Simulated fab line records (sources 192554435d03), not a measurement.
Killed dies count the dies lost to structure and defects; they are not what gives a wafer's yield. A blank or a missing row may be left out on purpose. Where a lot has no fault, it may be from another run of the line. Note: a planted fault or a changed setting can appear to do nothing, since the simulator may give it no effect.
Chamber matching | flow n5_finfet | 4 sister chambers for N5_BEOL_M9_STRIP_67 on rie_diel-01
The step strips in CF4. 4 wafers are shown with their chamber, then 9 later ones without.

## WAFERS, EACH WITH ITS CHAMBER
wafer  | chamber | drypump_motor_current_A (A)
L082.5 | 0       | 5.7
L087.1 | 3       | 5.5
L087.2 | 2       | 6.3
L087.3 | 1       | 5.5

## WAFERS WITHOUT THEIR CHAMBER
wafer  | drypump_motor_current_A (A)
L091.1 | 5.4
L091.2 | 6.3
L091.6 | 5.7
L094.2 | 6.3
L094.3 | 5.6
L094.5 | 5.7
L093.1 | 6.2
L093.2 | 5.4
L093.3 | 5.7

## EACH ONE'S CHAMBER
wafer  | from the rows above          | in truth
L091.1 | can't be placed: 1 or 3      | 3
L091.2 | 2                            | 2
L091.6 | 0                            | 0
L094.2 | 2                            | 2
L094.3 | can't be placed: 1 or 3 or 0 | 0
L094.5 | 0                            | 0
L093.1 | 2                            | 2
L093.2 | can't be placed: 1 or 3      | 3
L093.3 | 0                            | 0
6 of 9 placed correctly. From these rows, 3 cannot be placed; in 3 the true chamber is one of the candidates. Placed wrongly: 0.
How it was worked out, from the rows above alone: a wafer's distance from a chamber is the root of the sum, over the readings, of the square of ((its reading less the chamber's mean) divided by the reading's scatter). The wafer belongs to the nearest chamber; if the next one is less than 2 further off, it can't be placed. The mean given for a chamber averages the wafers shown for that chamber. The scatter (one wafer shown for each chamber): square how far every hidden wafer sits from the nearest shown wafer, average those squares and take the square root.
